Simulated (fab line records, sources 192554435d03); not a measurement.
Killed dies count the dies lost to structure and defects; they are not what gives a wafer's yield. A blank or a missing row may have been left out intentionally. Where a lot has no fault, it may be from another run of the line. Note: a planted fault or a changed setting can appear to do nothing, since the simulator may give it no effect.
Which tool is to blame?	flow n5_finfet	11 lots, 32 wafers sampled, at 5 steps of a route of 1938

## WHAT THE GAUGES SHOWED, per wafer
No reading from a measuring or inspecting step in the record can be judged against a usual standard deviation.

## WHAT TOOL EACH LOT RAN ON (gives the tool, then ch and the chambers of the sampled wafers, and finally the start)
lot	N5_DUMMY_REMOVAL_HM_STRIP_01	N5_HKMG_FIN_STRIP_60	N5_HKMG_FIN_ALD_36	N5_HKMG_FIN_ETCH_32	N5_PASSIVATION_PROBE_49
L813	rie_diel-04 ch 0,1,2, day 4 11:58	plasma_asher-02 ch 0,1, day 4 14:26	ald_metal-03 ch 1,2,3, day 4 15:41	rie_diel-05 ch 0,1,2, day 4 17:04	-
L814	rie_diel-04 ch 0,1, day 4 18:14	plasma_asher-02 ch 0,1, day 4 20:51	ald_metal-03 ch 1,3, day 4 22:06	rie_diel-01 ch 0,3, day 4 23:48	-
L815	rie_diel-02 ch 1,2, day 5 00:22	plasma_asher-02 ch 0,1, day 5 02:56	ald_metal-01 ch 0,2,3, day 5 04:11	rie_diel-05 ch 0,2, day 5 05:23	-
L817	rie_diel-06 ch 0,1,3, day 5 08:56	plasma_asher-02 ch 0,1, day 5 11:34	ald_metal-01 ch 0,1,2, day 5 12:50	rie_diel-05 ch 2,3, day 5 14:10	-
L820	rie_diel-06 ch 2,3, day 6 04:59	plasma_asher-01 ch 0,1, day 6 07:34	ald_metal-01 ch 0,1,3, day 6 08:51	rie_diel-01 ch 1,2,3, day 6 10:35	-
L827	rie_diel-04 ch 0,3, day 8 00:20	plasma_asher-01 ch 0,1, day 8 02:58	ald_metal-02 ch 0,1,2, day 8 04:11	rie_diel-03 ch 1,3, day 8 05:31	prober-02, day 16 07:57
L829	rie_diel-06 ch 0,1,2, day 8 12:48	plasma_asher-02 ch 0,1, day 8 15:33	ald_metal-03 ch 0,3, day 8 16:50	rie_diel-05 ch 0,1, day 8 18:10	-
L831	rie_diel-04 ch 1,2,3, day 9 03:15	plasma_asher-01 ch 0,1, day 9 05:43	ald_metal-01 ch 0,1,2, day 9 06:58	rie_diel-03 ch 1,2, day 9 08:10	-
L832	rie_diel-04 ch 0,2,3, day 9 05:29	plasma_asher-02 ch 0, day 9 07:59	ald_metal-01 ch 0,2, day 9 09:19	rie_diel-01 ch 0,3, day 9 10:39	-
L833	rie_diel-04 ch 3, day 9 09:20	plasma_asher-01 ch 0,1, day 9 11:49	ald_metal-02 ch 1,3, day 9 13:05	rie_diel-05 ch 0,3, day 9 14:32	-
L834	rie_diel-02 ch 0,1,3, day 9 17:45	plasma_asher-02 ch 0,1, day 9 20:16	ald_metal-02 ch 0,2,3, day 9 21:44	rie_diel-03 ch 1,2,3, day 9 23:04	-
- N5_DUMMY_REMOVAL_HM_STRIP_01: strips SiNx in CH3F/O2, stops on poly-Si, target depth 4 nm, time 6.8 s.
- N5_HKMG_FIN_STRIP_60: strips in N2/H2, time 360 s.
- N5_HKMG_FIN_ALD_36: deposits TiN, target thk 1 nm, pulse time 1 s, purge time 3 s.
- N5_HKMG_FIN_ETCH_32: etches SOC in N2/H2, target depth 240 nm, time 300 s.
- N5_PASSIVATION_PROBE_49

## WHAT THE TOOLS THEMSELVES READ (means of the sampled wafers that have a number; where no wafer has one, the mark that the record gives instead)
N5_DUMMY_REMOVAL_HM_STRIP_01. Usual: CH3F_flow_sccm 29.99 sccm, standard deviation 0.098; drypump_motor_current_A 5.7 A, standard deviation 0.38; oes_product_au 0.66 a.u., standard deviation 0.061; rf_vpp_V 127.6 V, standard deviation 1; showerhead_plenum_p_Torr 2.02 Torr, standard deviation 0.081; throttle_valve_pct 16.26 %, standard deviation 0.25.
lot	tool	CH3F_flow_sccm (sccm)	drypump_motor_current_A (A)	oes_product_au (a.u.)	rf_vpp_V (V)	showerhead_plenum_p_Torr (Torr)	throttle_valve_pct (%)	flag
L813	rie_diel-04	30.04	5.5	0.61	127.4	1.97	16.35	
L814	rie_diel-04	30.00	5.6	0.57	126.4	1.97	16.36	
L815	rie_diel-02	29.94	5.9	0.74	128.3	2.07	16.14	
L817	rie_diel-06	30.01	5.8	0.65	126.2	1.98	16.18	
L820	rie_diel-06	29.98	5.9	0.67	128.5	2.10	16.12	
L827	rie_diel-04	30.12	5.7	0.76	127.6	1.98	16.05	
L829	rie_diel-06	29.93	5.9	0.65	127.6	1.99	16.18	
L831	rie_diel-04	29.93	5.6	0.65	127.5	1.98	16.38	
L832	rie_diel-04	30.00	5.6	0.71	127.2	1.97	16.20	
L833	rie_diel-04	29.95	6.0	0.72	127.2	2.03	16.32	
L834	rie_diel-02	30.00	5.5	0.65	127.5	2.11	16.20	

N5_HKMG_FIN_STRIP_60. Usual: drypump_motor_current_A 5.60 A, standard deviation 0.29; heater_power_w 523 W, standard deviation 32.
lot	tool	drypump_motor_current_A (A)	heater_power_w (W)	flag
L813	plasma_asher-02	5.77	495	
L814	plasma_asher-02	5.83	524	
L815	plasma_asher-02	5.84	519	
L817	plasma_asher-02	5.76	498	
L820	plasma_asher-01	5.48	518	
L827	plasma_asher-01	5.47	535	
L829	plasma_asher-02	5.80	505	
L831	plasma_asher-01	5.46	535	
L832	plasma_asher-02	5.86	529	
L833	plasma_asher-01	5.39	536	
L834	plasma_asher-02	5.81	521	

N5_HKMG_FIN_ALD_36. Usual: heater_power_outer_w 549 W, standard deviation 33; heater_power_w 880 W, standard deviation 52; precursor_pulse_height_rel 1.002, standard deviation 0.021.
lot	tool	heater_power_outer_w (W)	heater_power_w (W)	precursor_pulse_height_rel	flag
L813	ald_metal-03	543	903	0.992	
L814	ald_metal-03	551	920	1.027	
L815	ald_metal-01	531	874	1.008	
L817	ald_metal-01	543	879	0.987	
L820	ald_metal-01	553	883	1.001	
L827	ald_metal-02	542	824	0.996	
L829	ald_metal-03	590	994	0.987	
L831	ald_metal-01	540	865	1.000	
L832	ald_metal-01	544	880	0.992	
L833	ald_metal-02	559	841	0.988	
L834	ald_metal-02	547	838	1.005	

N5_HKMG_FIN_ETCH_32. Usual: drypump_motor_current_A 5.7 A, standard deviation 0.44; oes_product_au 0.81 a.u., standard deviation 0.089; rf_vpp_V 523.8 V, standard deviation 2.3; showerhead_plenum_p_Torr 2.54 Torr, standard deviation 0.082; throttle_valve_pct 17.8 %, standard deviation 0.32.
lot	tool	drypump_motor_current_A (A)	oes_product_au (a.u.)	rf_vpp_V (V)	showerhead_plenum_p_Torr (Torr)	throttle_valve_pct (%)	flag
L813	rie_diel-05	5.8	0.77	526.0	2.62	17.8	
L814	rie_diel-01	5.1	0.90	521.7	2.49	17.5	
L815	rie_diel-05	6.0	0.75	527.0	2.66	17.8	
L817	rie_diel-05	6.0	0.72	524.7	2.61	18.0	
L820	rie_diel-01	5.5	0.85	523.4	2.54	17.9	
L827	rie_diel-03	6.3	0.90	524.2	2.55	17.7	
L829	rie_diel-05	5.5	0.77	526.1	2.62	17.7	
L831	rie_diel-03	6.2	0.88	522.4	2.47	17.7	
L832	rie_diel-01	5.1	0.83	521.4	2.47	17.6	
L833	rie_diel-05	5.6	0.77	525.4	2.59	17.7	
L834	rie_diel-03	6.1	0.86	522.8	2.54	17.8	

N5_PASSIVATION_PROBE_49. Usual: killed_at_M0_to_M3 32, standard deviation 9.7; killed_at_M4_up 14, standard deviation 5.3; killed_at_contacts 11, standard deviation 6; killed_at_front_end 39, standard deviation 14; killed_at_other 3.3, standard deviation 2.7; killed_dies 100, standard deviation 17; killed_open 66, standard deviation 13; killed_short 32, standard deviation 7.4.
lot	tool	killed_at_M0_to_M3	killed_at_M4_up	killed_at_contacts	killed_at_front_end	killed_at_other	killed_dies	killed_open	killed_short	flag
L827	prober-02	28	8	10	33	1.0	80	51	26	

## THE ANSWER, worked out from the rows above alone
Rule: take the mean of a lot's wafers that have a number; if it is more than 3 standard deviations from the usual mean, the lot is off. A lot without any number at a reading at which 4 lots or more have one is off too. Where the step has rows for the other lots, those lots are counted as sound. First the gauges in route order, then the tools' own readings, where a lot's mean is used as printed above. The first step at which some lot is off is used, and at that step the reading that is off furthest; a lot without a number counts as furthest.
No lot is off on any of the readings shown, so nothing can be concluded from this.

## WHAT THE SIMULATOR PUT IN
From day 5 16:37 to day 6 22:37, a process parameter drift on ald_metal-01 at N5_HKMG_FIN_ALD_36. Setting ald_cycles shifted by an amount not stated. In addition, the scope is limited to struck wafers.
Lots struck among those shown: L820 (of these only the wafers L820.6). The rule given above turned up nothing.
